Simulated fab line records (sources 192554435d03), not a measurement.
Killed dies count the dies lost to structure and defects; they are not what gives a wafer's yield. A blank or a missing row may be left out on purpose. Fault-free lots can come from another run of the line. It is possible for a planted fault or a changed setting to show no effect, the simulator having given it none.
Matching of chambers + flow n5 finfet + 4 sister chambers for N5_FIN_SAQP_FIN_ETCH_36 on rie si-04
The step etches the open film in HBr/Cl2/O2, target depth 120 nm, time 50.4 s. 4 wafers are shown with their chamber, then 8 later ones without.

== WAFERS, EACH WITH ITS CHAMBER ==
| wafer  | chamber | throttle valve pct (%) |
|--------|---------|------------------------|
| L083.5 | 0       | 35.51                  |
| L088.2 | 1       | 35.37                  |
| L088.3 | 3       | 36.02                  |
| L089.1 | 2       | 36.21                  |

== WAFERS WHOSE CHAMBER IS MISSING ==
| wafer  | throttle valve pct (%) |
|--------|------------------------|
| L089.2 | 35.49                  |
| L089.4 | 36.03                  |
| L090.1 | 35.40                  |
| L090.2 | 36.02                  |
| L090.3 | 36.22                  |
| L096.1 | 35.50                  |
| L096.3 | 35.36                  |
| L096.4 | 36.24                  |

== WHICH CHAMBER EACH WENT THROUGH ==
| wafer  | from the rows above | in truth |
|--------|---------------------|----------|
| L089.2 | 0                   | 0        |
| L089.4 | 3                   | 3        |
| L090.1 | 1                   | 1        |
| L090.2 | 3                   | 3        |
| L090.3 | 2                   | 2        |
| L096.1 | 0                   | 0        |
| L096.3 | 1                   | 1        |
| L096.4 | 2                   | 2        |
8 of 8 placed correctly. Number that these rows cannot place: 0. Wrongly placed: 0.
How it was worked out, from the rows above alone: a wafer's distance from a chamber is the root of the sum, over the readings, of the square of ((its reading less the chamber's mean) divided by the reading's scatter). The wafer belongs to the nearest chamber; if the next one is less than 2 further off, it can't be placed. A chamber's mean is the mean of its shown wafers. The scatter: with one shown wafer a chamber, the root of the mean of the squares of how far each hidden wafer lies from its nearest shown one.
